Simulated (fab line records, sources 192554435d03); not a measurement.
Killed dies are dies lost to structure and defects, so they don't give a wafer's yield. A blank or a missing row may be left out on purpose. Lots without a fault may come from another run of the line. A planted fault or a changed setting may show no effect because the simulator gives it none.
Chamber matching | flow n5_finfet | N5_BEOL_M7_STRIP_19 on rie_diel-01: 4 sister chambers
The step strips in O2. 4 wafers are shown with their chamber, then 10 later ones without.

WAFERS WITH THEIR CHAMBER
wafer  | chamber | showerhead_plenum_p_Torr (Torr)
L089.5 | 2       | 2.20
L089.6 | 1       | 1.99
L090.3 | 3       | 2.04
L090.4 | 0       | 2.10

WAFERS WITHOUT THEIR CHAMBER
wafer  | showerhead_plenum_p_Torr (Torr)
L090.5 | 2.04
L093.3 | 2.20
L093.4 | 1.99
L093.6 | 1.99
L094.1 | 2.09
L094.2 | 2.04
L094.5 | 2.04
L096.2 | 2.04
L096.3 | 1.99
L096.6 | 1.99

WHICH CHAMBER EACH WENT THROUGH
wafer  | from the rows above | in truth
L090.5 | 3                   | 3
L093.3 | 2                   | 2
L093.4 | 1                   | 1
L093.6 | 1                   | 1
L094.1 | 0                   | 0
L094.2 | 3                   | 3
L094.5 | 3                   | 3
L096.2 | 3                   | 3
L096.3 | 1                   | 1
L096.6 | 1                   | 1
Placed correctly: 10 of 10. Can't be placed from these rows: 0. Placed wrongly: 0.
How it was worked out, from the rows above alone: a wafer's distance from a chamber is the root of the sum, over the readings, of the square of ((its reading less the chamber's mean) divided by the reading's scatter). The wafer belongs to the nearest chamber; if the next one is less than 2 further off, it can't be placed. A chamber's mean is the mean of its shown wafers. The scatter: with one shown wafer a chamber, the root of the mean of the squares of how far each hidden wafer lies from its nearest shown one.
